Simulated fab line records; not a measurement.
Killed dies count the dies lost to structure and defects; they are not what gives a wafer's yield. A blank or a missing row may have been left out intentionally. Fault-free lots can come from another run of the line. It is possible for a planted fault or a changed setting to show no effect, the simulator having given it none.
Matching of chambers + flow n5_finfet + N5_BEOL_M11_STRIP_67 on rie_diel-05: 4 sister chambers
The step strips in CF4. 4 wafers are shown with their chamber, then 8 later ones without.

EACH WAFER AND ITS CHAMBER
| wafer  | chamber | showerhead_plenum_p_Torr (Torr) |
|--------|---------|---------------------------------|
| L081.1 | 0       | 1.80                            |
| L083.3 | 1       | 1.85                            |
| L083.6 | 3       | 1.87                            |
| L084.1 | 2       | 1.84                            |

WAFERS MISSING THEIR CHAMBER
| wafer  | showerhead_plenum_p_Torr (Torr) |
|--------|---------------------------------|
| L084.3 | 1.85                            |
| L084.4 | 1.80                            |
| L088.1 | 1.85                            |
| L088.3 | 1.87                            |
| L088.5 | 1.85                            |
| L092.1 | 1.79                            |
| L092.2 | 1.87                            |
| L092.6 | 1.84                            |

WHICH CHAMBER EACH ONE RAN IN
| wafer  | from the rows above | in truth |
|--------|---------------------|----------|
| L084.3 | 1                   | 1        |
| L084.4 | 0                   | 0        |
| L088.1 | 1                   | 1        |
| L088.3 | 3                   | 3        |
| L088.5 | 1                   | 1        |
| L092.1 | 0                   | 0        |
| L092.2 | 3                   | 3        |
| L092.6 | 2                   | 2        |
Placed correctly: 8 of 8. Number that these rows cannot place: 0. 0 placed wrongly.
How it was worked out, from the rows above alone: a wafer's distance from a chamber is the root of the sum, over the readings, of the square of ((its reading less the chamber's mean) divided by the reading's scatter). The wafer belongs to the nearest chamber; if the next one is less than 2 further off, it can't be placed. The mean given for a chamber averages the wafers shown for that chamber. The scatter: with one shown wafer a chamber, the root of the mean of the squares of how far each hidden wafer lies from its nearest shown one.
